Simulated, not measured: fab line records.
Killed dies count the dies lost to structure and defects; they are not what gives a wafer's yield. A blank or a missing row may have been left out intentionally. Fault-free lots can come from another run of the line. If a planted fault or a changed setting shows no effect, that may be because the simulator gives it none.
The same fault as seen by 3 desks / flow nandHarc / each desk holds nothing but its own numbers, with what lay behind them at the end

AT THE METROLOGY DESK
What the gauges read, lot by lot, whatever tool the lot ran on: means of the sampled wafers that have a number. Any lot whose mean is over 4 standard deviations away from the usual mean is out of limits and marked OUT; that distance is given in the brackets.
Columns: A = cdNm at NHARC_P_M0_CD_MEAS_09, usual 90.3 nm; B = overlayXNm at NHARC_P_M0_OVL_MEAS_10, usual -0.2 nm; C = overlayYNm at NHARC_P_M0_OVL_MEAS_10, usual 0.1 nm
lot=L236; first seen here=day 5 22:19; A=91.4; B=0.2; C=-0.3
lot=L237; first seen here=day 6 10:04; A=91.1; B=-0.3; C=0.1
lot=L239; first seen here=day 6 19:56; A=90.2; B=0.3; C=0.2
lot=L240; first seen here=day 6 21:47; A=90.6; B=-0.6; C=0.6
lot=L243; first seen here=day 7 03:34; A=89.9; B=-0.1; C=0.8
lot=L245; first seen here=day 8 05:08; A=119.8 (+49) OUT; B=1.7; C=-1.4
lot=L246; first seen here=day 8 06:16; A=90.6; B=-1.5; C=-0.2
lot=L249; first seen here=day 9 04:31; A=90.4; B=1.5; C=-0.4
lot=L252; first seen here=day 9 14:49; A=90.3; B=-0.3; C=0.5
lot=L255; first seen here=day 10 11:50; A=89.9; B=-0.1; C=0.2
lot=L258; first seen here=day 11 05:13; A=90.4; B=-0.4; C=-0.5
lot=L259; first seen here=day 11 17:23; A=89.8; B=0.9; C=1.5
This desk finds L245 out of limits, L245 being first, at day 8 05:08 (cdNm at NHARC_P_M0_CD_MEAS_09). L236, L237, L239, L240, L243, L246, L249, L252, L255, L258, L259 stayed within limits.

THE DEFECT DESK
Counts from the inspections along the route, per lot, as means over the sampled wafers that have a number. Any lot whose mean is over 4 standard deviations away from the usual mean is out of limits and marked OUT; that distance is given in the brackets.
Columns: A = rawDefectCount at NHARC_P_M0_INSPECT_11, usual 4.1
lot=L236; first seen here=day 5 22:26; A=3.7
lot=L237; first seen here=day 6 10:11; A=3.7
lot=L239; first seen here=day 6 20:05; A=4.3
lot=L240; first seen here=day 6 21:53; A=7.3
lot=L243; first seen here=day 7 03:41; A=1.7
lot=L245; first seen here=day 8 05:15; A=4.0
lot=L246; first seen here=day 8 06:23; A=7.0
lot=L249; first seen here=day 9 04:38; A=7.3
lot=L252; first seen here=day 9 14:56; A=4.0
lot=L255; first seen here=day 10 11:58; A=3.0
lot=L258; first seen here=day 11 05:21; A=6.0
lot=L259; first seen here=day 11 17:30; A=2.3
This desk's verdict: no lot among the 12 shows anything out of limits.

FOR THE TOOL OWNER'S DESK: lithoTrack-06
The tool's own readings at NHARC_P_M0_PEB_07 (peb time 65 s): means of the sampled wafers that have a number, for each lot that ran on this tool. Any lot whose mean is over 4 standard deviations away from the usual mean is out of limits and marked OUT; that distance is given in the brackets.
Columns: A = heaterPowerTotalW at NHARC_P_M0_PEB_07, usual 156.6 W; B = plateTempC at NHARC_P_M0_PEB_07, usual 100.01 C
lot=L243; first seen here=day 7 03:29; A=156.6; B=100.11
lot=L245; first seen here=day 8 05:02; A=186.5 (+68) OUT; B=113.76 (+99 or more) OUT
This desk finds L245 out of limits, L245 being first, at day 8 05:02 (heaterPowerTotalW at NHARC_P_M0_PEB_07). L243 stayed within limits.

BROUGHT TOGETHER
An alarm could have come from the tool owner's desk at day 8 05:02, on L245.
On L245, the metrology desk was in a position to raise an alarm at day 8 05:08.
Nothing out of limits was seen by the defect desk.
The defect desk has L245 on record, within its limits.
Every lot named ran NHARC_P_M0_PEB_07 on lithoTrack-06.

WHAT HAD BEEN PUT IN BY THE SIMULATOR
Drift in process parameters on lithoTrack-06 at NHARC_P_M0_PEB_07, starting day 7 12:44. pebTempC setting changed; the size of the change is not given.
Lots struck among those shown: L245.
Counting hours from when the fault started, the first reading out of limits came at 16 for the tool owner's desk and at 16 for the metrology desk.
